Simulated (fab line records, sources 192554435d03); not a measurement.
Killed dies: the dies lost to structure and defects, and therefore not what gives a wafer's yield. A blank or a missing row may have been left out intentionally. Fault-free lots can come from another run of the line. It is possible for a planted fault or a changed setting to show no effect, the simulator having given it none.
Chamber matching	flow n5Finfet	4 sister chambers for N5_BEOL_M10_STRIP_19 on rieDiel-04
The step strips in O2. 18 wafers are shown with their chamber, then 9 later ones without.

WAFERS, EACH WITH ITS CHAMBER
wafer	chamber	drypumpMotorCurrentA (A)	throttleValvePct (%)	oesProductAu (a.u.)
L074.1	1	5.91	16.65	0.70
L074.2	0	5.51	16.69	0.70
L074.6	0	5.54	16.70	0.71
L077.2	2	5.41	16.19	0.93
L077.3	0	5.52	16.72	0.70
L077.5	2	5.42	16.19	0.95
L079.1	3	5.21	16.66	0.72
L079.3	0	5.54	16.71	0.70
L079.4	1	5.94	16.65	0.70
L082.1	3	5.22	16.68	0.71
L082.2	1	5.90	16.69	0.70
L082.4	0	5.53	16.71	0.70
L084.4	2	5.40	16.21	0.92
L084.5	3	5.22	16.68	0.71
L084.6	1	5.93	16.67	0.69
L086.2	3	5.20	16.70	0.70
L086.3	1	5.91	16.73	0.68
L086.4	2	5.40	16.22	0.90

SIGNATURES, as means of the wafers listed above
reading	chamber 0	chamber 1	chamber 2	chamber 3	scatter within a chamber
drypumpMotorCurrentA	5.5280	5.9180	5.4075	5.2125	0.0128
throttleValvePct	16.7060	16.6780	16.2025	16.6800	0.0215
oesProductAu	0.7020	0.6940	0.9250	0.7100	0.0116
Rule: distance of a wafer from a chamber = root of the sum over the readings of ((wafer's reading minus chamber's mean) / reading's scatter) squared. The wafer belongs to the nearest chamber; if the next one is less than 2 further off, it can't be placed. The scatter is the square root of a quotient: the sum, over the shown wafers, of each reading's squared deviation from its chamber's mean, divided by wafers minus chambers.

WAFERS WITH NO CHAMBER GIVEN
wafer	drypumpMotorCurrentA (A)	throttleValvePct (%)	oesProductAu (a.u.)
L090.1	5.51	16.20	0.99
L090.2	5.39	16.26	0.90
L090.4	5.22	16.71	0.69
L089.2	5.92	16.28	0.97
L089.4	5.53	16.21	0.95
L089.5	5.52	16.24	0.96
L093.1	5.52	16.25	0.90
L093.2	5.92	16.31	0.91
L093.4	5.21	16.76	0.68

WHICH CHAMBER EACH WENT THROUGH
wafer	from the rows above	in truth
L090.1	2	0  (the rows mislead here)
L090.2	2	2
L090.4	3	3
L089.2	1	1
L089.4	2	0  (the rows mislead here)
L089.5	2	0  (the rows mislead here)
L093.1	2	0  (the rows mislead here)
L093.2	1	1
L093.4	3	3
Correct placement for 5 of the 9. Can't be placed from these rows: 0. Number placed wrongly: 4.
